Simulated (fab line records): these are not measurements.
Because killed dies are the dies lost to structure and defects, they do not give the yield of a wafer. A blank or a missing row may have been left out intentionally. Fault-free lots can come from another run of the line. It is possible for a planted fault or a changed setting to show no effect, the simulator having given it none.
Struck lot and sound lot, side by side    flow n5Finfet    38 steps out of a route of 1938
Sound: these wafers, L493.1, L493.2, L493.3. Struck: wafer L496.1. (L496.3, L496.5 of the same lot were not struck and are left out.) The cause comes at the end.
Per side, at each step with rows, come the tool, then ch with its chambers, and then its first start. Under that, the readings that differ: sound wafers    struck wafers    difference of the means    sigmas: that difference in standard deviations of wafers without a fault.
alike: same words and numbers on both sides, and readings whose means sit less than 2 such deviations apart. not compared: any withheld reading, any reading some wafer has no value for, any bound like >300 that may hide the same value, and any number with overlapping values for which the record gives no deviation.
Wherever a step has rows on one side only, a row that says differs or no value, or a row with sigmas, the two part there. When numbers do not overlap yet have no deviation, they are printed without sigmas and do not part them. Lack of a reading on every wafer of one side parts them only where that side has two or more wafers.

first, 9 steps without rows for these wafers: N5_BEOL_M12_SOFTBAKE_23 (time 60 s); N5_BEOL_M12_EXPOSE_25 (exposes mask M12); N5_BEOL_M12_PEB_26 (peb time 90 s); N5_BEOL_M12_DEVELOP_27 (develop time 45 s); N5_BEOL_M12_HARDBAKE_32 (time 120 s); N5_BEOL_M12_DESCUM_33 (chemistry O2, time 7.9 s); N5_BEOL_M12_ETCH_67 (etches SiARC in CF4, target depth 143 nm, time 238.3 s); N5_BEOL_M12_ETCH_68 (etches SOC in N2/H2, time 285 s); N5_BEOL_M12_STRIP_69 (strips in N2/H2).
N5_BEOL_M12_TRENCH_ETCH_34: etches SiOC in C4F8/O2/Ar, target depth 318.95 nm, time 125.5 s.
  sound on rieDiel-05 ch 1,2,3, day 17 01:29; struck on rieDiel-05 ch 2, day 18 06:27
reading                  sound              struck  difference  sigmas
model.etch.depthNm (nm)  313.2 322.4 320.6  274     -45         
  alike: drypumpMotorCurrentA, oesProductAu, rfVppV, showerheadPlenumPTorr, throttleValvePct
  not compared: rfHoursCounterH
then, 1 step without rows for these wafers: N5_BEOL_M12_STRIP_70 (strips in C4F8/O2/Ar).
N5_BEOL_M12_OCD_MEAS_35:
  sound on ocd-02, day 17 01:39; struck on ocd-01, day 18 06:36
reading             sound        struck  difference  sigmas
trenchDepthNm (nm)  313 323 321  274     -45         -10
then, 11 steps without rows for these wafers: N5_BEOL_M12_STRIP_37 (strips in N2/H2); N5_BEOL_M12_ETCH_38 (etches SiCN in CF4/N2, target depth 68.7 nm, time 73.4 s); N5_BEOL_M12_PRECLEAN_39 (cleans in residue remover, time 60 s); N5_BEOL_M12_SRD_40 (time 30 s, dry time 30 s); N5_BEOL_M12_DEGAS_41 (time 60 s); N5_BEOL_M12_PRE_CLEAN_42 (time 30 s); N5_BEOL_M12_SPUTTER_43 (material TaN, target thk 15 nm, time 24.19 s); N5_BEOL_M12_SPUTTER_44 (material Ta, target thk 10 nm, time 16.13 s); N5_BEOL_M12_SPUTTER_45 (material Cu, target thk 80 nm, time 13.33 s); N5_BEOL_M12_ECD_47 (material Cu, target thk 720 nm); N5_BEOL_M12_ANNEAL_48 (time 90 s).
N5_BEOL_M12_CMP_49: polishes, stops on SiOC, t overpolish 20.6 s, target thk 320 nm.
  sound on cmp-03 ch 0,1,3, day 17 04:41; struck on cmp-02 ch 1, day 18 10:04
reading                                 sound            struck  difference  sigmas
model.Cu_of_BEOL_M12_ECD_47.thkNm (nm)  314.2 323.2 321  274.2   -45.3       
  alike: barrierFieldEndpointS, clearingPlatenRpm, motorCurrentA, overpolishRunS, slurryFlowMlMin
N5_BEOL_M12_THK_MEAS_50: measures by xrf.
  sound on filmMetro-02, day 17 04:59; struck on filmMetro-01, day 18 10:19
reading       sound        struck  difference  sigmas
M12_THK (nm)  308 316 316  269     -44         -10
then, 2 steps without rows for these wafers: N5_BEOL_M12_PRE_CLEAN_52 (time 15 s); N5_BEOL_M12_DEP_53 (deposits SiCN from 3MS/NH3, target thk 30 nm, time 10.5 s).
N5_BEOL_M12_RS_MEAS_54: the measuring method here is four-point-probe.
  sound on filmMetro-01, day 17 05:06; struck on filmMetro-01, day 18 10:27
reading          sound                 struck  difference  sigmas
M12_RS (ohm/sq)  0.0614 0.0594 0.0598  0.0706  +0.0104     +11
then, 9 steps without rows for these wafers: N5_BEOL_M13_ILD_DEP_00 (deposits SiOC from DEMS/O2, target thk 837.92 nm, time 166.4 s); N5_BEOL_M13_COAT_58 (time 60 s, resist thk 89 nm); N5_BEOL_M13_COAT_04 (resist thk 400 nm); N5_BEOL_M13_EBR_06; N5_BEOL_M13_SOFTBAKE_05 (time 60 s); N5_BEOL_M13_EXPOSE_07 (exposes mask V12); N5_BEOL_M13_PEB_08 (peb time 90 s); N5_BEOL_M13_DEVELOP_09 (develop time 45 s); N5_BEOL_M13_HARDBAKE_14 (time 120 s).
N5_BEOL_M15_RC_MEAS_101:
  sound on prober-01 ch 0, day 17 23:14; struck on prober-01 ch 0, day 19 10:21
reading                     sound                      struck    difference  sigmas
COMB_M11 (S/m)              1.27e-11 9.6e-12 1.29e-11  1.99e-11  +8.17e-12   +3
COMB_M6_max_site (S/m)      3.3e-11 3.8e-11 3.1e-11    5.1e-11   +1.7e-11    +2
SERP_M12 (ohm/um)           0.654 0.633 0.622          0.741     +0.105      +7
SERP_M12_max_site (ohm/um)  0.667 0.640 0.650          0.746     +0.094      +7
SERP_M5 (ohm/um)            39.3 39.3 37.9             35.2      -3.6        -4
  alike: etestTempC, COMB_M10, COMB_M10_max_site, COMB_M13, COMB_M14, COMB_M15, COMB_M5, COMB_M6, COMB_M7, COMB_M8, COMB_M9, SERP_M10, SERP_M11, SERP_M13, SERP_M14, SERP_M6, SERP_M6_max_site, SERP_M7, SERP_M8, SERP_M9

## WHERE THEY PART
First at N5_BEOL_M12_OCD_MEAS_35; last, within this record, at N5_BEOL_M15_RC_MEAS_101.

WHY: whatever the simulator had introduced
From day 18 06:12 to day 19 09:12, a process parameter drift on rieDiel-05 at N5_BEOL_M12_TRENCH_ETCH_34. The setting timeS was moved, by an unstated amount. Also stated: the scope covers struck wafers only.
